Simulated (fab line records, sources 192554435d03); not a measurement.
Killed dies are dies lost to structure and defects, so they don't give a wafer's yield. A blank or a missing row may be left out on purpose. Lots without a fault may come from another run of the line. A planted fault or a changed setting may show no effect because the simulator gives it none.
Split-lot experiment | flow n5_finfet | 7 lots, 39 wafers read, on a route of 1938 steps

THE SPLIT
At N5_DUMMY_GATE_ETCH_31 (etches SiO2 in C4F6/O2, target depth 82.5 nm, time 27.5 s), the setting target_depth_a was moved away from the recipe's 825 angstrom on 9 of the 39 wafers read, by +4.0% to +11.7%. The other wafers ran this setting at the recipe's value.

The reading is taken at the split's own step.

THE READING
etch.depth_nm (the simulator's own value, which no gauge read), in nm, at N5_DUMMY_GATE_ETCH_31 (etches SiO2 in C4F6/O2, target depth 82.5 nm, time 27.5 s). The file gives no usual value for it. The 30 wafers here that ran the recipe average 82.18 nm, standard deviation 1.1 nm.

wafer  | tool, chamber at the split | target_depth_a as run, angstrom | against the recipe | etch.depth_nm, nm | against lot-mates on the recipe
L074.1 | rie_diel-02, 1             | 825                             | recipe             | 84.46             | -
L074.2 | rie_diel-02, 2             | 825                             | recipe             | 82.75             | -
L074.3 | rie_diel-02, 3             | 825                             | recipe             | 82.81             | -
L074.4 | rie_diel-02, 0             | 825                             | recipe             | 81.7              | -
L074.5 | rie_diel-02, 3             | 825                             | recipe             | 82.37             | -
L074.6 | rie_diel-02, 0             | 825                             | recipe             | 81.65             | -
L075.1 | rie_diel-01, 2             | 825                             | recipe             | 81.24             | -
L075.2 | rie_diel-01, 1             | 825                             | recipe             | 82.3              | -
L075.3 | rie_diel-01, 3             | 825                             | recipe             | 80.86             | -
L075.4 | rie_diel-01, 0             | 825                             | recipe             | 82.96             | -
L075.5 | rie_diel-01, 2             | 825                             | recipe             | 80.04             | -
L075.6 | rie_diel-01, 3             | 825                             | recipe             | 81.2              | -
L079.1 | rie_diel-01, 3             | 825                             | recipe             | 82.28             | -
L079.2 | rie_diel-01, 0             | 825                             | recipe             | 83.37             | -
L079.3 | rie_diel-01, 1             | 825                             | recipe             | 82.47             | -
L079.4 | rie_diel-01, 2             | 825                             | recipe             | 80.89             | -
L079.5 | rie_diel-01, 3             | 825                             | recipe             | 81.61             | -
L079.6 | rie_diel-01, 0             | 825                             | recipe             | 82.87             | -
L083.1 | rie_diel-01, 2             | 825                             | recipe             | 80.55             | -
L083.3 | rie_diel-01, 0             | 825                             | recipe             | 81.66             | -
L083.5 | rie_diel-01, 3             | 825                             | recipe             | 81.96             | -
L087.1 | rie_diel-06, 3             | 907.6                           | +10.0%             | 92.26             | +10.22
L087.2 | rie_diel-06, 0             | 907.6                           | +10.0%             | 89.37             | +7.33
L087.3 | rie_diel-06, 1             | 825                             | recipe             | 82.16             | -
L087.4 | rie_diel-06, 1             | 907.6                           | +10.0%             | 90.86             | +8.82
L087.5 | rie_diel-06, 0             | 825                             | recipe             | 81.05             | -
L087.6 | rie_diel-06, 3             | 825                             | recipe             | 82.92             | -
L088.1 | rie_diel-06, 0             | 857.6                           | +4.0%              | 86.12             | +2.26
L088.2 | rie_diel-06, 3             | 857.6                           | +4.0%              | 87.31             | +3.45
L088.3 | rie_diel-06, 1             | 825                             | recipe             | 83.3              | -
L088.6 | rie_diel-06, 1             | 825                             | recipe             | 83.3              | -
L088.4 | rie_diel-06, 3             | 825                             | recipe             | 84.97             | -
L088.5 | rie_diel-06, 0             | 857.6                           | +4.0%              | 85.81             | +1.95
L097.1 | rie_diel-02, 0             | 825                             | recipe             | 81.66             | -
L097.2 | rie_diel-02, 1             | 825                             | recipe             | 82.8              | -
L097.3 | rie_diel-02, 2             | 825                             | recipe             | 81.21             | -
L097.4 | rie_diel-02, 3             | 921.9                           | +11.7%             | 90.24             | +8.35
L097.5 | rie_diel-02, 2             | 921.9                           | +11.7%             | 91.74             | +9.85
L097.6 | rie_diel-02, 1             | 921.9                           | +11.7%             | 92.42             | +10.53

THE FIT
A straight line over all 39 wafers: etch.depth_nm changes by +0.831 nm for each +1% of target_depth_a; r = +0.95; the points scatter about the line by 1.1 nm.
The same after taking each lot's own level away (the mean of its wafers on the recipe; 39 wafers): +0.834 nm for each +1%; r = +0.97; scatter 0.91 nm.
On that fit, the largest move of target_depth_a shifts the reading by 9.8 nm.
The lots' own levels span 81.390 to 83.857 nm, that is 2.3 times the standard deviation above.
So the lot-to-lot level changes the slope little: the two slopes agree.
Check: with one of the wafers moved furthest among these (+11.7%) left out of the fit, the line predicts +10.1 nm for it against its lot-mates. It came out at +8.35 nm against them.

OTHER SPLITS ON THESE WAFERS
These wafers also went through other splits before the reading. Each is held against what the fit with the lots' levels taken away leaves over:
other split on the same wafers | wafers away from the commonest value | r with etch.depth_nm (lot level and that fit taken away)
N5_FIN_SAQP_ALD_61 ald_cycles  | 12                                   | +0.30
N5_FIN_CUT_CUT_ETCH_26 time_s  | 12                                   | -0.02
N5_DUMMY_GATE_ETCH_37 source_w | 18                                   | -0.07

THE FILE'S OWN FIT
etch.depth_nm changes by +0.83 nm for each +1% of target_depth_a, r = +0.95.
